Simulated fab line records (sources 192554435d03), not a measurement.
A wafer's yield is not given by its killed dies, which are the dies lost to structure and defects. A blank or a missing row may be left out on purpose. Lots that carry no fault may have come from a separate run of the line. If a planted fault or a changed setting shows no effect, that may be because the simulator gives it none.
Chamber matching :: flow n5Finfet :: N5_DUMMY_GATE_TRIM_49 on rieSi-04: 4 sister chambers
The step chemistry O2, time 29 s, target cd 14 nm. 4 wafers are shown with their chamber, then 7 later ones without.

## WAFERS, EACH WITH ITS CHAMBER
wafer: L089.6
chamber: 2
drypumpMotorCurrentA (A): 5.4

wafer: L093.3
chamber: 1
drypumpMotorCurrentA (A): 6.1

wafer: L094.3
chamber: 0
drypumpMotorCurrentA (A): 6.3

wafer: L094.4
chamber: 3
drypumpMotorCurrentA (A): 5.5

## WAFERS WITH NO CHAMBER GIVEN
wafer: L094.6
drypumpMotorCurrentA (A): 5.5

wafer: L095.2
drypumpMotorCurrentA (A): 6.4

wafer: L095.5
drypumpMotorCurrentA (A): 5.5

wafer: L095.6
drypumpMotorCurrentA (A): 6.4

wafer: L097.2
drypumpMotorCurrentA (A): 5.4

wafer: L097.3
drypumpMotorCurrentA (A): 6.1

wafer: L097.5
drypumpMotorCurrentA (A): 6.3

## WHICH CHAMBER EACH ONE RAN IN
wafer: L094.6
from the rows above: can't be placed: 3 or 2
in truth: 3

wafer: L095.2
from the rows above: 0
in truth: 0

wafer: L095.5
from the rows above: can't be placed: 3 or 2
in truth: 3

wafer: L095.6
from the rows above: 0
in truth: 0

wafer: L097.2
from the rows above: can't be placed: 2 or 3
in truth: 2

wafer: L097.3
from the rows above: 1
in truth: 1

wafer: L097.5
from the rows above: 0
in truth: 0
Correct placement for 4 of the 7. Cannot be placed on the basis of these rows: 3; the candidates contain the true chamber in 3. Number placed wrongly: 0.
How it was worked out, from the rows above alone: a wafer's distance from a chamber is the root of the sum, over the readings, of the square of ((its reading less the chamber's mean) divided by the reading's scatter). The wafer belongs to the nearest chamber; if the next one is less than 2 further off, it can't be placed. The mean given for a chamber averages the wafers shown for that chamber. The scatter: with one shown wafer a chamber, the root of the mean of the squares of how far each hidden wafer lies from its nearest shown one.
